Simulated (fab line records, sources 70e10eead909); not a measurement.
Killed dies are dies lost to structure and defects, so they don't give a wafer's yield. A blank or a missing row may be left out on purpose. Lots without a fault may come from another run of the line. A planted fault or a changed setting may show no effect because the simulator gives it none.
Chamber matching | flow nand_harc | NHARC_P_M2_DESCUM_14 on rie_diel-12: 4 sister chambers
The step chemistry O2, time 3 s. 16 wafers are shown with their chamber, then 8 later ones without.

WAFERS WITH THEIR CHAMBER
wafer  | chamber | drypump_motor_current_A (A) | rf_vpp_V (V) | throttle_valve_pct (%)
L084.1 | 0       | 5.4                         | 57.8         | 11.321
L084.2 | 1       | 6.2                         | 57.9         | 11.307
L084.4 | 3       | 5.2                         | 57.6         | 11.314
L088.3 | 1       | 6.2                         | 58.6         | 11.316
L088.4 | 3       | 5.2                         | 58.2         | 11.319
L088.6 | 0       | 5.3                         | 58.6         | 11.318
L088.1 | 2       | 6.3                         | 57.7         | 11.314
L088.2 | 0       | 5.4                         | 58.0         | 11.318
L088.5 | 3       | 5.2                         | 58.2         | 11.314
L089.1 | 0       | 5.4                         | 58.3         | 11.322
L089.5 | 0       | 5.4                         | 56.6         | 11.310
L089.6 | 1       | 6.2                         | 57.8         | 11.310
L089.2 | 2       | 6.3                         | 57.5         | 11.314
L089.3 | 3       | 5.2                         | 58.8         | 11.308
L089.4 | 1       | 6.2                         | 59.3         | 11.323
L090.1 | 1       | 6.2                         | 59.2         | 11.294

SIGNATURES (means of the wafers above)
reading                 | chamber 0 | chamber 1 | chamber 2 | chamber 3 | scatter within a chamber
drypump_motor_current_A | 5.380     | 6.200     | 6.300     | 5.200     | 0.0258
rf_vpp_V                | 57.860    | 58.560    | 57.600    | 58.200    | 0.65
throttle_valve_pct      | 11.31780  | 11.31000  | 11.31400  | 11.31375  | 0.00719
Rule: a wafer's distance from a chamber is the root of the sum, over the readings, of the square of ((its reading less the chamber's mean) divided by the reading's scatter). The wafer belongs to the nearest chamber; if the next one is less than 2 further off, it can't be placed. The scatter: the root of (the sum of the squares of (reading less its chamber's mean) over the shown wafers, divided by (wafers less chambers)).

WAFERS WITHOUT THEIR CHAMBER
wafer  | drypump_motor_current_A (A) | rf_vpp_V (V) | throttle_valve_pct (%)
L090.2 | 6.3                         | 59.3         | 11.311
L090.3 | 5.2                         | 57.7         | 11.311
L091.3 | 6.2                         | 57.9         | 11.312
L091.5 | 6.2                         | 58.0         | 11.301
L091.6 | 5.3                         | 58.0         | 11.325
L095.2 | 6.3                         | 58.6         | 11.324
L095.4 | 5.3                         | 59.2         | 11.317
L095.6 | 6.3                         | 57.8         | 11.293

WHICH CHAMBER EACH WENT THROUGH
wafer  | from the rows above     | in truth
L090.2 | can't be placed: 2 or 1 | 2
L090.3 | 3                       | 3
L091.3 | 1                       | 1
L091.5 | 1                       | 1
L091.6 | can't be placed: 0 or 3 | 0
L095.2 | 2                       | 2
L095.4 | can't be placed: 0 or 3 | 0
L095.6 | can't be placed: 2 or 1 | 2
Placed correctly: 4 of 8. Can't be placed from these rows: 4 (the true chamber is among the candidates in 4). Placed wrongly: 0.
